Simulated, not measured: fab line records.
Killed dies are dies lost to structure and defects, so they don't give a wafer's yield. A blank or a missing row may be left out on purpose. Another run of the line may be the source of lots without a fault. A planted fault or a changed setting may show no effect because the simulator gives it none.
Tool commonality check || flow nandHarc || 8 lots and 20 wafers in the sample

== REASON FOR OPENING ==
At NHARC_END_SORT_01 the reading killedAtArray is flagged on 3 of 8 lots. Wafers without a fault read 58, standard deviation 18.
Rule: a lot is flagged in two cases, either no wafer of it has a number, or all its wafers with numbers fall more than 4 standard deviations from that mean. The rest of the lots are taken to be sound.

{"lot": "L946", "measured": "day 28 16:02", "on": "prober-01", "killedAtArray, wafer by wafer": "659 664 663", "flag": "FLAGGED"}
{"lot": "L948", "measured": "day 28 23:19", "on": "prober-01", "killedAtArray, wafer by wafer": "668 671 665", "flag": "FLAGGED"}
{"lot": "L949", "measured": "day 29 06:20", "on": "prober-01", "killedAtArray, wafer by wafer": "676 676 676", "flag": "FLAGGED"}
{"lot": "L951", "measured": "day 30 16:30", "on": "prober-01", "killedAtArray, wafer by wafer": "72 81 84", "flag": ""}
{"lot": "L955", "measured": "day 31 09:43", "on": "prober-02", "killedAtArray, wafer by wafer": 82, "flag": ""}
{"lot": "L954", "measured": "day 32 02:38", "on": "prober-01", "killedAtArray, wafer by wafer": 73, "flag": ""}
{"lot": "L956", "measured": "day 33 01:08", "on": "prober-01", "killedAtArray, wafer by wafer": "23 25 26", "flag": ""}
{"lot": "L958", "measured": "day 33 08:45", "on": "prober-02", "killedAtArray, wafer by wafer": "73 71 69", "flag": ""}
Average over the flagged lots: 669; offset from the usual +611, equal to +34 standard deviations.

== EACH LOT AND THE TOOL IT RAN ON ==
Before the reading, the record contains 3 process steps out of a 1302-step route. Every cell lists first the tool, next ch and the chambers used by the sampled wafers, and last the start.
{"lot": "L946", "flag": "FLAGGED", "NHARC_A_SGD_CUT_DEP_00": "pecvd-02 ch 0,1,2, day 23 06:17", "NHARC_A_SGD_CUT_CMP_21": "cmp-01 ch 1,2, day 23 13:08", "NHARC_A_SLIT_DEP_25": "no row"}
{"lot": "L948", "flag": "FLAGGED", "NHARC_A_SGD_CUT_DEP_00": "pecvd-02 ch 0,1,2, day 23 15:19", "NHARC_A_SGD_CUT_CMP_21": "cmp-01 ch 1,2,3, day 23 22:09", "NHARC_A_SLIT_DEP_25": "no row"}
{"lot": "L949", "flag": "FLAGGED", "NHARC_A_SGD_CUT_DEP_00": "pecvd-01 ch 0,1,2, day 23 15:25", "NHARC_A_SGD_CUT_CMP_21": "cmp-03 ch 0,1,2, day 23 22:06", "NHARC_A_SLIT_DEP_25": "no row"}
{"lot": "L951", "flag": "", "NHARC_A_SGD_CUT_DEP_00": "pecvd-01 ch 0,1,2, day 25 04:35", "NHARC_A_SGD_CUT_CMP_21": "cmp-03 ch 0,2, day 25 08:43", "NHARC_A_SLIT_DEP_25": "pecvd-02 ch 0,1,2, day 25 09:39"}
{"lot": "L955", "flag": "", "NHARC_A_SGD_CUT_DEP_00": "pecvd-03 ch 0,2, day 25 22:53", "NHARC_A_SGD_CUT_CMP_21": "cmp-03 ch 1,3, day 26 09:05", "NHARC_A_SLIT_DEP_25": "pecvd-02 ch 0,2, day 26 09:55"}
{"lot": "L954", "flag": "", "NHARC_A_SGD_CUT_DEP_00": "pecvd-01 ch 1,2, day 26 19:44", "NHARC_A_SGD_CUT_CMP_21": "cmp-03 ch 1,2, day 27 02:50", "NHARC_A_SLIT_DEP_25": "pecvd-01 ch 1,2, day 27 03:40"}
{"lot": "L956", "flag": "", "NHARC_A_SGD_CUT_DEP_00": "pecvd-01 ch 0,1,2, day 27 09:44", "NHARC_A_SGD_CUT_CMP_21": "cmp-03 ch 0,1, day 27 16:26", "NHARC_A_SLIT_DEP_25": "pecvd-02 ch 0,1,2, day 27 17:23"}
{"lot": "L958", "flag": "", "NHARC_A_SGD_CUT_DEP_00": "pecvd-01 ch 1,2, day 27 15:35", "NHARC_A_SGD_CUT_CMP_21": "cmp-03 ch 0,1,2, day 27 22:16", "NHARC_A_SLIT_DEP_25": "pecvd-04 ch 1,2, day 27 23:06"}
What is done by these steps:
- NHARC_A_SGD_CUT_DEP_00: deposits SiNx, target thk 50 nm.
- NHARC_A_SGD_CUT_CMP_21: polishes, target thk 148.19 nm.
- NHARC_A_SLIT_DEP_25: deposits SiO2, target thk 200 nm.
- NHARC_END_SORT_01

== FLAGGED OVER TOTAL, TOOL BY TOOL (the gauges that took the reading come last) ==
{"step": "NHARC_A_SGD_CUT_DEP_00", "tool": "pecvd-01", "lots run": 5, "flagged": 1, "share of the flagged lots": "some", "sound lots run after its first flagged lot": "4 (L951,L954,L956,L958)"}
{"step": "NHARC_A_SGD_CUT_DEP_00", "tool": "pecvd-02", "lots run": 2, "flagged": 2, "share of the flagged lots": "some", "sound lots run after its first flagged lot": 0}
{"step": "NHARC_A_SGD_CUT_DEP_00", "tool": "pecvd-03", "lots run": 1, "flagged": 0, "share of the flagged lots": "none", "sound lots run after its first flagged lot": "-"}
{"step": "NHARC_A_SGD_CUT_CMP_21", "tool": "cmp-01", "lots run": 2, "flagged": 2, "share of the flagged lots": "some", "sound lots run after its first flagged lot": 0}
{"step": "NHARC_A_SGD_CUT_CMP_21", "tool": "cmp-03", "lots run": 6, "flagged": 1, "share of the flagged lots": "some", "sound lots run after its first flagged lot": "5 (L951,L955,L954,L956,L958)"}
{"step": "NHARC_A_SLIT_DEP_25", "tool": "pecvd-01", "lots run": 1, "flagged": 0, "share of the flagged lots": "none", "sound lots run after its first flagged lot": "-"}
{"step": "NHARC_A_SLIT_DEP_25", "tool": "pecvd-02", "lots run": 3, "flagged": 0, "share of the flagged lots": "none", "sound lots run after its first flagged lot": "-"}
{"step": "NHARC_A_SLIT_DEP_25", "tool": "pecvd-04", "lots run": 1, "flagged": 0, "share of the flagged lots": "none", "sound lots run after its first flagged lot": "-"}
{"step": "NHARC_END_SORT_01", "tool": "prober-01", "lots run": 6, "flagged": 3, "share of the flagged lots": "all", "sound lots run after its first flagged lot": "3 (L951,L954,L956)"}
{"step": "NHARC_END_SORT_01", "tool": "prober-02", "lots run": 2, "flagged": 0, "share of the flagged lots": "none", "sound lots run after its first flagged lot": "-"}

== WHAT THE TABLE ALLOWS ==
All flagged lots share 1 row of the table, namely prober-01 at NHARC_END_SORT_01.
- prober-01 at NHARC_END_SORT_01 ran 6 lots, 3 of them flagged. Sound lots ran on it after the first flagged one (L951, L954, L956), which a lasting fault on the whole tool wouldn't allow.
None of the table's rows ran every flagged lot and, after the first, no sound lot.

== WHAT WAS PUT IN BY THE SIMULATOR ==
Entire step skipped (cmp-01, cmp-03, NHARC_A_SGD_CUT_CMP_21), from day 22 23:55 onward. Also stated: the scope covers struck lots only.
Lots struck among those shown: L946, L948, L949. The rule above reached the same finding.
